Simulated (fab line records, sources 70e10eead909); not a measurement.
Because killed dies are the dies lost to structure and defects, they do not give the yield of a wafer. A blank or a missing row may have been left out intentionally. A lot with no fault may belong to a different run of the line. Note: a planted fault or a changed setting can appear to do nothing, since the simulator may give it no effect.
Comparing a struck lot with a sound one || flow nand_harc || 42 steps out of a route of 1302
Sound: the wafers L724.2, L724.3, L724.5. The struck wafers were L732.1, L732.2, L732.3. The cause comes at the end.
At each step with rows: each side's tool, then ch and its chambers, then its first start. Under that, the readings that differ: sound wafers || struck wafers || difference of the means || sigmas: that difference in standard deviations of wafers without a fault.
alike: a reading whose means differ by less than 2 such deviations, as well as words and numbers matching on both sides. not compared: withheld readings; readings where some wafer has no value; bounds like >300 that might hide an equal value; numbers whose values overlap and for which the record gives no deviation.
A row with sigmas, a row that says differs or no value, or rows on one side alone: a step with any of these is where the two part. Non-overlapping numbers with no deviation appear without sigmas and do not part them. Lack of a reading on every wafer of one side parts them only where that side has two or more wafers.

NHARC_A_CONTACT_DESCUM_47: chemistry O2, time 3 s.
  sound on rie_diel-09 ch 1,3, day 24 04:17; struck on rie_diel-09 ch 0,1,2, day 26 11:24
  alike: drypump_motor_current_A, oes_product_au, rf_vpp_V, showerhead_plenum_p_Torr, throttle_valve_pct
  not compared: rf_hours_counter_h
then, 4 steps without rows for these wafers: NHARC_A_CONTACT_ETCH_48 (etches the open film in CF4, target depth 39 nm, time 65 s); NHARC_A_CONTACT_ETCH_49 (etches the open film in N2/H2, target depth 260 nm, time 475.3 s); NHARC_A_CONTACT_ETCH_50 (etches the open film in CF4/CHF3, target depth 121 nm, time 60.5 s); NHARC_A_CONTACT_ETCH_51 (etches the open film in O2/COS, target depth 7000 nm, time 1820 s).
NHARC_A_CONTACT_ETCH_111: etches the open film in C4F8/O2/Ar, time 140 s, target depth 700 nm.
  sound on har_cap_etch-01 ch 0,1, day 24 06:05; struck on har_cap_etch-01 ch 0,1, day 26 13:14
  alike: oes_air_line_au
  not compared: rf_hours_counter_h
then, 5 steps without rows for these wafers: NHARC_A_CONTACT_ETCH_112 (etches the open film in C4F8/O2/Ar, time 190 s, target depth 1850 nm); NHARC_A_CONTACT_ETCH_113 (etches the open film in C4F8/O2/Ar, time 190 s, target depth 1850 nm); NHARC_A_CONTACT_ETCH_114 (etches the open film in C4F8/O2/Ar, time 190 s, target depth 1850 nm); NHARC_A_CONTACT_ETCH_115 (etches the open film in C4F8/O2/Ar, time 190 s, target depth 1850 nm); NHARC_A_CONTACT_ETCH_116 (etches the open film in C4F8/O2/Ar, time 190 s, target depth 1850 nm).
NHARC_A_CONTACT_ETCH_117: etches the open film in C4F8/O2/Ar, time 190 s, target depth 1850 nm.
  sound on har_cap_etch-01 ch 0,1, day 24 07:09; struck on har_cap_etch-01 ch 0,1, day 26 14:17
  alike: oes_air_line_au
  not compared: rf_hours_counter_h
NHARC_A_CONTACT_ETCH_118: etches the open film in C4F8/O2/Ar, time 190 s, target depth 1850 nm.
  sound on har_cap_etch-01 ch 0,1, day 24 07:19; struck on har_cap_etch-01 ch 0,1, day 26 14:27
  alike: oes_air_line_au
  not compared: rf_hours_counter_h
then, 1 step without rows for these wafers: NHARC_A_CONTACT_ETCH_119 (etches the open film in C4F8/O2/Ar, time 190 s, target depth 1850 nm).
NHARC_A_CONTACT_ETCH_120: etches the open film in C4F8/O2/Ar, time 190 s, target depth 1850 nm.
  sound on har_cap_etch-01 ch 0,1, day 24 07:40; struck on har_cap_etch-01 ch 0,1, day 26 14:47
  alike: oes_air_line_au
  not compared: rf_hours_counter_h
then, 5 steps without rows for these wafers: NHARC_A_CONTACT_ETCH_121 (etches the open film in C4F8/O2/Ar, time 190 s, target depth 1850 nm); NHARC_A_CONTACT_ETCH_122 (etches the open film in C4F8/O2/Ar, time 190 s, target depth 1850 nm); NHARC_A_CONTACT_ETCH_123 (etches the open film in C4F8/O2/Ar, time 490 s, target depth 2110 nm); NHARC_A_CONTACT_ETCH_90 (etches the open film in CH3F/O2, target depth 40 nm, time 85.7 s); NHARC_A_CONTACT_ETCH_96 (etches the open film in C4F6/O2, target depth 20 nm, time 10 s).
NHARC_A_CONTACT_CD_MEAS_53:
  sound: cd_sem-02 at day 24 09:22; struck: cd_sem-03 at day 26 16:30
  alike: cd_nm
then, 3 steps without rows for these wafers: NHARC_A_CONTACT_STRIP_99 (strips in N2/H2); NHARC_A_CONTACT_STRIP_100 (strips in CF4/CHF3); NHARC_A_CONTACT_STRIP_101 (strips in O2/COS).
NHARC_A_CONTACT_ETCH_102: etches the open film in CF4/O2, target depth 100 nm, overetch 10 nm, time 55 s.
  sound on rie_diel-09 ch 0,1,3, day 24 09:40; struck on rie_diel-08 ch 0,2,3, day 26 16:47
  alike: drypump_motor_current_A, oes_product_au, rf_vpp_V, showerhead_plenum_p_Torr, throttle_valve_pct
  not compared: rf_hours_counter_h
then, 14 steps without rows for these wafers: NHARC_A_CONTACT_STRIP_55 (strips in O2); NHARC_A_CONTACT_STRIP_56 (strips in post etch residue remover, time 600 s); NHARC_A_CONTACT_DEP_57 (deposits aC, target thk 5300 nm); NHARC_A_CONTACT_DEP_58 (deposits SiON, target thk 90 nm); NHARC_A_CONTACT_DEHYDRATE_59 (time 120 s); NHARC_A_CONTACT_HMDS_60 (time 30 s); NHARC_A_CONTACT_COAT_61 (time 75 s); NHARC_A_CONTACT_COAT_62 (time 65 s); NHARC_A_CONTACT_COAT_63 (resist thk 90 nm); NHARC_A_CONTACT_SOFTBAKE_64 (time 55 s); NHARC_A_CONTACT_EBR_65; NHARC_A_CONTACT_EXPOSE_66 (exposes mask A CC 2); NHARC_A_CONTACT_PEB_67 (peb time 65 s); NHARC_A_CONTACT_DEVELOP_68 (develop time 35 s).
NHARC_A_CONTACT_CD_MEAS_69: the cd target is 300 nm.
  sound on cd_sem-02 ch 0, day 24 21:22; struck on cd_sem-02 ch 0, day 26 23:13
  alike: cd_nm
NHARC_A_CONTACT_OVL_MEAS_70:
  sound: overlay-02 at day 24 21:28; struck: overlay-02 at day 26 23:18
  alike: overlay_x_nm, overlay_y_nm
-- the record jumps here: 3 days lie between the struck wafers' starts before and after (it left off in module A_CONTACT and takes up again in module END, whose first step shown is number 1302 of the route) --
NHARC_END_SORT_01:
  only the struck wafers appear in the record here, on prober-01 ch 0 at day 30 02:27; the sound ones have no rows

== WHERE THEY PART ==
At NHARC_END_SORT_01 and nowhere else, as far as this record goes.

WHY: what the simulator had put in
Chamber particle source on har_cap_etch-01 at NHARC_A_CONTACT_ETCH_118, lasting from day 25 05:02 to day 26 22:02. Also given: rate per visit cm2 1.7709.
